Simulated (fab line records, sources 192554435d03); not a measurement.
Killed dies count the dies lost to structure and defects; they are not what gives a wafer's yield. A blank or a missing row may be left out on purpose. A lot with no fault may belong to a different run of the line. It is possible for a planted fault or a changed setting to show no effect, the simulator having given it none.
fab line records    flow n5Finfet    part 2 of 2: steps 16 to 23 of 23
record lots=5  wafers=15  lastDay=16
route steps=1938 shown GATE_CUT@495 MOL_CONTACT_COAG@517
lots that met no fault: from a run of the same line without faults
startH: the number of hours between the record's first day and the start of the first shown wafer of the lot    waitH: hours elapsed since this lot's preceding step    " as in the row above    L1.1+2: several wafers, shown together as one row    - no value, or no start given    * or withheld: withheld    < > ~ a bound
route shown NAME@n: NAME is a module with steps in the file, n the number in the route of the first one    usual: mean/standard deviation of fault-free wafers    same: alike in all rows    chamber/n: place in a boat    sites: each site's reading    _std_site: standard deviation across them    _edge_site: inner sites' mean taken away from outer sites' mean    radiusMm: for every site, how far away it sits from the centre of the wafer    mask NAME#n: copy n    behind: the most recent tool/chamber to have shaped the wafer    hold: reason for holding the lot/hours on hold/outcome of the hold    device: transistor that didn't switch, given as n, p or np    end of line: tests of these same wafers at the route's end    a step with no rows: only its recipe    killed: count of dies lost to structure and defects at first sort (not the wafer's yield)    map: a wafer's dies, x killed, . not, _ none there
set.NAME: setting as actually run; set.NAME@STEP: the setting as run at that earlier step    model.NAME: the simulator's own value behind a step, which no gauge read
certain route steps with their lots: each step a table, each wafer a row
services: a tool's chamber out of use, with start hour (startH, from the record's first day; less than 0 if before it), hours out, and reason
## steps
# step N5_GATE_CUT_ALD_22
# recipe material=SiNx  targetThkA=160  tempC=400  aldPrecursorFamily=SiH2I2  aldCoReactant=N2/H2-plasma  pulseTimeS=1  aldCycles=320  purgeTimeS=2  coReactantPurgeTimeS=2  pressureTorr=2
# usual heaterPowerW=881/80  precursorPulseHeightRel=1.000/0.022
# same pulseTimeS=1
lot.wafer  tool       chamber  startH  waitH  heaterPowerW  precursorPulseHeightRel
L076.1     aldSin-01  1        98.12   0.9    831           1.016
L076.3     "          2        "       "      899           1.045
L076.5     "          1        "       "      803           0.998
L078.1     aldSin-01  2        106.19  0.0    921           0.985
L078.5     "          1        "       "      827           0.963
L078.6     "          2        "       "      930           0.973
L082.2     aldSin-01  1        137.71  0.0    833           0.993
L082.3     "          3        "       "      995           1.021
L082.4     "          1        "       "      817           0.979
L090.1     aldSin-03  3        180.06  0.0    895           0.982
L090.5     "          3        "       "      912           1.024
L090.6     "          2        "       "      868           1.014
L091.1     aldSin-04  0        189.68  0.9    813           1.032
L091.4     "          3        "       "      685           0.970
L091.6     "          3        "       "      681           0.996
# step N5_GATE_CUT_CMP_23
# recipe stopOn=SiO2  tOverpolishS=23.4  postCmpClean=alkalineBrush  downForcePsi=2.5  platenRpm=51.8  padVelocityMS=1.0307  targetThkNm=16
# usual motorCurrentA=9.0/1.2  overpolishRunS=23.399/0.0088  padLifeWafers=1251/410  slurryFilterDpKPa=13.48/0.14  slurryFlowMlMin=150.0/0.46  timeToEndpointS=19.0/1.9
lot.wafer  tool    chamber  startH  waitH  motorCurrentA  overpolishRunS  padLifeWafers  slurryFilterDpKPa  slurryFlowMlMin  timeToEndpointS
L076.1     cmp-01  0        99.61   0.8    7.7            23.395          1140           13.39              149.8            20.0
L076.3     "       3        "       "      9.6            23.394          1143           13.44              149.8            22.1
L076.5     "       0        "       "      7.7            23.387          -              13.56              149.9            20.8
L078.1     cmp-02  2        107.76  0.8    11.6           23.380          926            13.58              149.4            20.5
L078.6     "       0        "       "      9.1            23.404          -              13.43              150.0            21.0
L078.5     "       1        "       "      9.0            23.401          -              13.65              148.7            22.9
L082.3     cmp-02  0        139.19  0.8    9.1            23.392          1146           13.49              150.2            16.7
L082.2     "       2        "       "      10.4           23.409          1148           13.53              149.5            17.8
L082.4     "       3        "       "      9.1            23.397          1149           13.47              150.1            18.3
L090.1     cmp-04  1        181.58  0.8    8.2            23.389          1117           13.65              150.3            19.3
L090.6     "       0        "       "      9.0            23.402          -              13.38              150.0            21.2
L090.5     "       1        "       "      8.1            23.387          -              13.50              149.9            20.6
L091.4     cmp-01  1        191.21  0.8    7.0            23.395          1951           13.63              150.3            15.7
L091.1     "       2        "       "      8.2            23.393          1952           13.42              149.8            17.7
L091.6     "       1        "       "      7.3            23.391          -              13.37              150.2            17.6
# step N5_GATE_CUT_THK_MEAS_24
# recipe reads=SiO2_of_GATE_CUT_HM_DEP_46+SiO2_flowable_of_ILD0_FCVD_FILL_01
# usual GC_FILL_THK=219.7/1.9
lot.wafer  tool          chamber  startH  waitH  GC_FILL_THK[nm]
L076.1     filmMetro-01  -        99.90   -      216.5
L076.3     "             -        "       "      216.4
L076.5     "             -        "       "      218.1
L078.1     filmMetro-01  -        107.97  -      219.5
L078.5     "             -        "       "      221.8
L078.6     "             -        "       "      219.7
L082.2     filmMetro-02  -        139.49  -      218.2
L082.3     "             -        "       "      217.4
L082.4     "             -        "       "      219.4
L090.1     filmMetro-02  -        181.84  -      219.7
L090.5     "             -        "       "      223.0
L090.6     "             -        "       "      219.7
L091.1     filmMetro-01  -        191.47  -      223.5
L091.4     "             -        "       "      221.0
L091.6     "             -        "       "      219.5
# step N5_GATE_CUT_CMP_43
# recipe material=SiO2  postCmpClean=rinseOnly
# usual motorCurrentA=11.9/1.5  padLifeWafers=1304/410  slurryFilterDpKPa=13.51/0.13  slurryFlowMlMin=150.0/0.44
lot.wafer  tool    chamber  startH  waitH  motorCurrentA  padLifeWafers  slurryFilterDpKPa  slurryFlowMlMin
L076.1     cmp-02  0        99.94   0.0    11.5           864            13.31              149.6
L076.3     "       1        "       "      12.6           865            13.76              149.5
L076.5     "       1        "       "      12.5           -              13.28              150.4
L078.1     cmp-02  0        108.21  0.2    11.5           937            13.32              149.2
L078.5     "       3        "       "      12.8           -              13.64              149.5
L078.6     "       0        "       "      11.9           -              13.37              149.4
L082.2     cmp-01  1        139.59  0.1    9.3            1488           13.51              150.0
L082.4     "       2        "       "      10.6           1489           13.69              149.4
L082.3     "       3        "       "      13.5           1490           13.67              149.6
L090.1     cmp-04  0        182.11  0.3    11.6           1125           13.53              149.3
L090.5     "       1        "       "      11.4           -              13.64              149.5
L090.6     "       2        "       "      13.9           -              13.67              150.3
L091.4     cmp-02  0        191.50  0.0    11.8           1566           13.51              150.1
L091.1     "       2        "       "      14.8           1568           13.62              150.5
L091.6     "       0        "       "      11.4           -              13.55              149.7
# step N5_GATE_CUT_CMP_61
# recipe stopOn=SiNx  tOverpolishS=3  postCmpClean=alkalineBrush  downForcePsi=4  platenRpm=27.09  padVelocityMS=0.539
# usual motorCurrentA=11.9/1.5  padLifeWafers=1310/410  slurryFilterDpKPa=13.51/0.14  slurryFlowMlMin=150.0/0.44
lot.wafer  tool    chamber  startH  waitH  motorCurrentA  padLifeWafers  slurryFilterDpKPa  slurryFlowMlMin
L076.1     cmp-02  0        100.42  0.4    11.9           870            13.49              150.4
L076.3     "       1        "       "      12.8           871            13.65              149.9
L076.5     "       1        "       "      13.1           -              13.55              149.8
L078.1     cmp-02  0        108.64  0.3    11.7           943            13.71              150.4
L078.5     "       3        "       "      12.0           -              13.49              149.5
L078.6     "       0        "       "      11.7           -              13.64              150.8
L082.2     cmp-01  1        140.07  0.4    10.0           1494           13.43              149.5
L082.4     "       2        "       "      11.4           1495           13.60              150.5
L082.3     "       3        "       "      13.1           1496           13.56              149.8
L090.1     cmp-04  0        182.44  0.2    11.4           1131           13.65              150.7
L090.5     "       1        "       "      11.0           -              13.68              149.7
L090.6     "       2        "       "      14.5           -              13.45              149.4
L091.4     cmp-02  0        191.98  0.4    11.8           1572           13.39              151.2
L091.1     "       2        "       "      14.9           1574           13.44              149.9
L091.6     "       0        "       "      11.7           -              13.40              150.2
# step N5_GATE_CUT_INSPECT_26
# recipe inspectInstrument=darkfield  mode=postCmp
# usual rawDefectCount=36/15
lot.wafer  tool              chamber  startH  waitH  rawDefectCount
L076.1     defectInspect-02  -        100.65  0.0    25
L076.3     "                 -        "       "      19
L076.5     "                 -        "       "      35
L078.1     defectInspect-01  -        108.84  0.0    23
L078.5     "                 -        "       "      25
L078.6     "                 -        "       "      24
L082.2     defectInspect-01  -        140.30  0.0    50
L082.3     "                 -        "       "      32
L082.4     "                 -        "       "      36
L090.1     defectInspect-01  -        182.58  0.0    24
L090.5     "                 -        "       "      22
L090.6     "                 -        "       "      29
L091.1     defectInspect-01  -        192.21  0.0    24
L091.4     "                 -        "       "      28
L091.6     "                 -        "       "      31
# step N5_MOL_CONTACT_COAG_COAT_103
# recipe resist=SOC  tempC=250  timeS=60  spinRpm=1500  resistThkNm=80
# usual dispensePressureKPa=54/4.7
lot.wafer  tool           chamber  startH  waitH  dispensePressureKPa
L076.1     lithoTrack-02  0        100.68  0.0    56
L076.3     "              0        "       "      56
L076.5     "              0        "       "      56
L078.1     lithoTrack-01  0        108.88  0.0    59
L078.5     "              0        "       "      59
L078.6     "              0        "       "      58
L082.2     lithoTrack-04  0        140.33  0.0    48
L082.3     "              0        "       "      48
L082.4     "              0        "       "      48
L090.1     lithoTrack-01  0        182.61  0.0    59
L090.5     "              0        "       "      59
L090.6     "              0        "       "      59
L091.1     lithoTrack-01  0        192.24  0.0    59
L091.4     "              0        "       "      59
L091.6     "              0        "       "      59
# step N5_MOL_CONTACT_COAG_COAT_104
# recipe resist=SiARC  tempC=220  timeS=60  spinRpm=1500  resistThkNm=12
# usual dispensePressureKPa=54/4.7
lot.wafer  tool           chamber  startH  waitH  dispensePressureKPa
L076.1     lithoTrack-02  0        -       -      56
L076.3     "              0        "       "      56
L076.5     "              0        "       "      56
L078.1     lithoTrack-01  0        -       -      59
L078.5     "              0        "       "      59
L078.6     "              0        "       "      59
L082.2     lithoTrack-04  0        -       -      48
L082.3     "              0        "       "      48
L082.4     "              0        "       "      48
L090.1     lithoTrack-01  0        -       -      59
L090.5     "              0        "       "      59
L090.6     "              0        "       "      59
L091.1     lithoTrack-01  0        -       -      59
L091.4     "              0        "       "      59
L091.6     "              0        "       "      59
## services
tool         chamber  startH  hours  kind
aldSin-03    -        86.27   14.0   pm
aldSin-04    -        87.09   0.4    repair
rieDiel-01   -        89.90   2.8    pm
cmp-01       -        90.16   0.3    repair
aldSin-01    -        91.38   0.8    pm
rieDiel-02   0        100.79  3.5    repair
aldSin-04    -        103.29  4.3    pm
rieDiel-02   0        104.59  9.6    repair
cmp-01       -        107.33  3.7    repair
cmp-04       -        111.68  2.5    repair
rieDiel-02   3        125.78  8.9    repair
aldSin-03    -        126.31  2.5    repair
cmp-02       -        126.50  6.1    repair
aldSin-04    2        133.92  6.5    repair
aldSin-01    3        144.39  2.6    repair
wetBench-04  -        145.64  89.4   repair
cmp-02       -        147.75  2.2    repair
aldSin-04    -        148.08  6.1    pm
rieDiel-06   0        161.86  8.2    repair
cmp-04       -        164.33  7.0    pm
aldSin-04    1        167.78  6.5    repair
rieMetal-01  0        170.61  11.9   repair
aldSin-01    -        177.73  14.0   pm
rieMetal-02  1        187.87  1.7    repair
